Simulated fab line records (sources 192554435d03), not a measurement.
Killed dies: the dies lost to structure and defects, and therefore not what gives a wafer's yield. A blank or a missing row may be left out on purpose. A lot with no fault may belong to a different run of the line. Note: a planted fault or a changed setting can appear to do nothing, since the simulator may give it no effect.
The tool behind it: which one? || flow n5 finfet || 12 lots, 36 wafers sampled, at 2 steps of a route of 1938

== WHAT THE GAUGES SHOWED, per wafer ==
N5_BEOL_M1_CD_MEAS_18: pitch 36 nm, target cd 18 nm.
{"lot": "L075", "measured": "day 6 10:23", "on": "cd sem-01", "cd nm (nm)": "18.01 17.95 17.34"}
{"lot": "L077", "measured": "day 7 04:04", "on": "cd sem-03", "cd nm (nm)": "17.25 17.71 18.12"}
{"lot": "L079", "measured": "day 7 12:43", "on": "cd sem-02", "cd nm (nm)": "17.69 18.30 17.61"}
{"lot": "L081", "measured": "day 8 00:12", "on": "cd sem-03", "cd nm (nm)": "18.16 17.62 17.99"}
{"lot": "L083", "measured": "day 8 15:42", "on": "cd sem-02", "cd nm (nm)": "17.71 17.94 17.91"}
{"lot": "L085", "measured": "day 8 22:32", "on": "cd sem-01", "cd nm (nm)": "17.48 17.65 17.26"}
{"lot": "L087", "measured": "day 9 09:26", "on": "cd sem-01", "cd nm (nm)": "18.60 18.18 18.17"}
{"lot": "L090", "measured": "day 10 07:33", "on": "cd sem-01", "cd nm (nm)": "17.32 17.64 17.57"}
{"lot": "L089", "measured": "day 10 12:22", "on": "cd sem-01", "cd nm (nm)": "18.30 18.49 18.20"}
{"lot": "L093", "measured": "day 10 22:11", "on": "cd sem-01", "cd nm (nm)": "17.49 17.82 17.93"}
{"lot": "L095", "measured": "day 11 13:19", "on": "cd sem-01", "cd nm (nm)": "18.01 18.19 18.09"}
{"lot": "L097", "measured": "day 11 23:11", "on": "cd sem-01", "cd nm (nm)": "17.67 18.39 18.26"}

== WHICH TOOL RAN EACH LOT (tool, then ch and the chambers of the sampled wafers, then the start) ==
{"lot": "L075", "N5_BEOL_M0_ANNEAL_133": "pvd sputter-01, day 6 07:47"}
{"lot": "L077", "N5_BEOL_M0_ANNEAL_133": "pvd sputter-02, day 6 20:21"}
{"lot": "L079", "N5_BEOL_M0_ANNEAL_133": "pvd sputter-03, day 7 09:28"}
{"lot": "L081", "N5_BEOL_M0_ANNEAL_133": "pvd sputter-01, day 7 20:58"}
{"lot": "L083", "N5_BEOL_M0_ANNEAL_133": "pvd sputter-01, day 8 11:19"}
{"lot": "L085", "N5_BEOL_M0_ANNEAL_133": "pvd sputter-02, day 8 18:44"}
{"lot": "L087", "N5_BEOL_M0_ANNEAL_133": "pvd sputter-01, day 9 05:26"}
{"lot": "L090", "N5_BEOL_M0_ANNEAL_133": "pvd sputter-01, day 10 04:57"}
{"lot": "L089", "N5_BEOL_M0_ANNEAL_133": "pvd sputter-02, day 10 07:08"}
{"lot": "L093", "N5_BEOL_M0_ANNEAL_133": "pvd sputter-03, day 10 18:43"}
{"lot": "L095", "N5_BEOL_M0_ANNEAL_133": "pvd sputter-03, day 11 07:14"}
{"lot": "L097", "N5_BEOL_M0_ANNEAL_133": "pvd sputter-03, day 11 19:54"}
- N5_BEOL_M0_ANNEAL_133: time 60 s.

== THE ANSWER, worked out from the rows above alone ==
Rule: the lots themselves supply what counts as usual. The widest of any qualifying gaps counts: lots, ordered by their means at a reading, are off when they make up no more than a third of the lots, leave a main group of 4 or more, and stand apart from it by 3 or more times the standard deviation of that group's means. A main group whose means are all the same, to the digits that the tables above print for the reading, isn't used. A lot without any number at a reading at which 4 lots or more have one is off too. The other lots that the step has rows for count as sound.
Nothing can be told from this: no lot is off at any reading shown.

== WHAT WAS PUT IN BY THE SIMULATOR ==
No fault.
